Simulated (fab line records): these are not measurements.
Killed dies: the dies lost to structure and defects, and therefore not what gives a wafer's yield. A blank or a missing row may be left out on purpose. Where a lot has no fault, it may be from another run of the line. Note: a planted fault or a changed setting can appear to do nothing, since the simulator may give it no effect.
Problem report, 8D (eight disciplines) form, completed by code ; flow n5 finfet ; the parts of the form that need people (team, actions taken, sign-off) are left out

## 1. THE ISSUE
Mean of killed_at_M4_up at N5_PASSIVATION_PROBE_49: 120 across 2 wafers in 2 lots; on wafers with no fault it is 14 (standard deviation 5.7). Measured from the usual mean, that is +19 standard deviations.
First observed at day 15 20:51: wafer L665.4, on prober-02. The record has a number at this step for 6 wafers belonging to 2 lots. Rule for "out" (also "out of limits"): further than 4 standard deviations from the usual mean. All remaining wafers that have a number are taken as sound.

## 2. WHAT IT IS; WHAT IT IS NOT
question;is;is not
which readings at this step;killed_at_M4_up, defect limited yield, killed dies, sort_bin_5_function, sort n pass, sort yield pct;killed_at_M0_to_M3, killed at contacts, killed at front end, killed at other, killed open, killed short, sort_bin_6_memory
which lots;L665, L670;-
which wafers of those lots;L665.4, L670.2;L665.1, L665.3, L670.3, L670.4
read on which tools;prober-01, prober-02;-
when;from day 15 20:51;"up to then (2 sound wafers); but 2 sound wafers of L670 came after"

## 3. THE SUSPECTS, EACH WITH WHAT RULES IT OUT
Counting: a tool at a process step up to the reading stays a suspect if it ran every lot that is out. Sound lots after the first of them don't rule it out here, since some wafers of a struck lot are sound.
- pvd sputter-01 at N5_BEOL_M4_SPUTTER_79 (material Cu, target thk 4.5 nm, time 8.29 s): kept. It ran every lot that is out, first L665 (day 11 13:28).
- pvd sputter-02 at N5_BEOL_M15_SPUTTER_45 (material Cu, target thk 100 nm, time 16.67 s): kept. It ran every lot that is out, first L665 (day 15 04:14).
- rie diel-04 at N5_MIM_BOT_ETCH_STRIP_01 (strips in O2): kept. It ran every lot that is out, first L665 (day 15 10:37).
After the count, these remain: pvd sputter-01 at N5_BEOL_M4_SPUTTER_79, pvd sputter-02 at N5_BEOL_M15_SPUTTER_45 and rie diel-04 at N5_MIM_BOT_ETCH_STRIP_01.

## 4. THE CAUSE (what the simulator had put in)
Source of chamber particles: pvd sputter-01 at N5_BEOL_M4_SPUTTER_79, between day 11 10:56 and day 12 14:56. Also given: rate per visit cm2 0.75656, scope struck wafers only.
This tool is one of the 3 suspects left after counting.

## 5. THE CHAIN OF EFFECTS, in route order
One row per reading whose mean, taken over the struck wafers that have a number, lies over 3 standard deviations from the usual. Only readings for which the record gives a usual standard deviation are gone through. hours: the time from each lot's start at the first step in this table that gives one to its start at this step, as a median over the lots. sigmas: the change in usual standard deviations.
hours;step;reading;usual;on struck wafers;change;sigmas
0;N5_PASSIVATION_PROBE_49;defect limited yield;91.0 %;83.5;-7.5;-5.0
0;N5_PASSIVATION_PROBE_49;killed_at_M4_up;14;120;+106;+19
0;N5_PASSIVATION_PROBE_49;killed dies;106;194;+88;+5.2
0;N5_PASSIVATION_PROBE_49;killed on rim;14;29;+15;+3.5
0;N5_PASSIVATION_PROBE_49;sort_bin_5_function;5.2 %;10.3;+5.1;+5.4
0;N5_PASSIVATION_PROBE_49;sort n pass;1074;986;-88;-5.2
0;N5_PASSIVATION_PROBE_49;sort yield pct;91.0 %;83.5;-7.5;-5.0
Here are the process steps it includes:
- N5_PASSIVATION_PROBE_49

## 6. HOW IT WOULD HAVE BEEN CAUGHT EARLIER
In this record no reading fell out of limits until day 15 20:51, 106 hours after the fault had begun at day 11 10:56.
Tool readings at N5_BEOL_M4_SPUTTER_79 with a usual standard deviation given in the record: none out on any struck wafer, hence no alarm at a limit of 4 standard deviations on them.
By day 15 20:51 the whole set of lots that are out, 2 in number, had already begun N5_BEOL_M4_SPUTTER_79 on pvd sputter-01. Had the tool been put on hold then, not one of them would have been saved.
